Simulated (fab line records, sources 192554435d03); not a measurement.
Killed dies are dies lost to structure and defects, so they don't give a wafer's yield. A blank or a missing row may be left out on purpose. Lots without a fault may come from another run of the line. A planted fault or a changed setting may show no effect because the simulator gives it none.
Split-lot experiment | flow n5_finfet | 7 lots, 21 wafers read, on a route of 1938 steps

THE SPLIT
At N5_BEOL_M14_COAT_65 (time 60 s, resist thk 450 nm), the setting spin_rpm was moved away from the recipe's 1500 rpm on 7 of the 21 wafers read, by -7.2% to +7.9%. The other wafers ran this setting at the recipe's value.

The reading is taken at the split's own step.

THE READING
SOC_of_BEOL_M14_COAT_65.thk_nm (the simulator's own value, which no gauge read), in nm, at N5_BEOL_M14_COAT_65 (time 60 s, resist thk 450 nm). The file gives no usual value for it. The 14 wafers here that ran the recipe average 449.9 nm, standard deviation 0.98 nm.

wafer  | tool, chamber at the split | spin_rpm as run, rpm | against the recipe | SOC_of_BEOL_M14_COAT_65.thk_nm, nm | against lot-mates on the recipe
L077.3 | litho_track-04, 0          | 1500                 | recipe             | 447.8                              | -
L077.5 | litho_track-04, 0          | 1500                 | recipe             | 450                                | -
L077.6 | litho_track-04, 0          | 1428                 | -4.8%              | 460.8                              | +11.9
L078.1 | litho_track-05, 0          | 1392                 | -7.2%              | 466                                | +17.0
L078.2 | litho_track-05, 0          | 1500                 | recipe             | 449                                | -
L078.3 | litho_track-05, 0          | 1392                 | -7.2%              | 465.6                              | +16.6
L083.4 | litho_track-04, 0          | 1500                 | recipe             | 451                                | -
L083.5 | litho_track-04, 0          | 1403                 | -6.5%              | 466.4                              | +15.2
L083.6 | litho_track-04, 0          | 1500                 | recipe             | 451.4                              | -
L088.2 | litho_track-05, 0          | 1500                 | recipe             | 450.6                              | -
L088.3 | litho_track-05, 0          | 1500                 | recipe             | 450.4                              | -
L088.5 | litho_track-05, 0          | 1500                 | recipe             | 449.4                              | -
L087.1 | litho_track-05, 0          | 1455                 | -3.0%              | 456.4                              | +6.2
L087.4 | litho_track-05, 0          | 1500                 | recipe             | 450.2                              | -
L087.6 | litho_track-05, 0          | 1455                 | -3.0%              | 456                                | +5.8
L086.1 | litho_track-04, 0          | 1500                 | recipe             | 448.8                              | -
L086.4 | litho_track-04, 0          | 1500                 | recipe             | 450.8                              | -
L086.5 | litho_track-04, 0          | 1500                 | recipe             | 450.6                              | -
L092.2 | litho_track-04, 0          | 1619                 | +7.9%              | 431.2                              | -18.0
L092.3 | litho_track-04, 0          | 1500                 | recipe             | 449.4                              | -
L092.5 | litho_track-04, 0          | 1500                 | recipe             | 449                                | -

THE FIT
A straight line over all 21 wafers: SOC_of_BEOL_M14_COAT_65.thk_nm changes by -2.31 nm for each +1% of spin_rpm; r = -0.99; the points scatter about the line by 0.97 nm.
The same after taking each lot's own level away (the mean of its wafers on the recipe; 21 wafers): -2.31 nm for each +1%; r = -1.00; scatter 0.67 nm.
On that fit, the largest move of spin_rpm shifts the reading by 18 nm.
The lots' own levels span 448.90 to 451.20 nm, that is 2.4 times the standard deviation above.
So the lot-to-lot level changes the slope little: the two slopes agree.
Check: with one of the wafers moved furthest among these (+7.9%) left out of the fit, the line predicts -18.6 nm for it against its lot-mates. It came out at -18 nm against them.

OTHER SPLITS ON THESE WAFERS
These wafers also went through other splits before the reading. Each is held against what the fit with the lots' levels taken away leaves over:
other split on the same wafers | wafers away from the commonest value | r with SOC_of_BEOL_M14_COAT_65.thk_nm (lot level and that fit taken away)
N5_BEOL_M13_EXPOSE_07 dose_mj  | 9                                    | +0.18

THE FILE'S OWN FIT
SOC_of_BEOL_M14_COAT_65.thk_nm changes by -2.32 nm for each +1% of spin_rpm, r = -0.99.
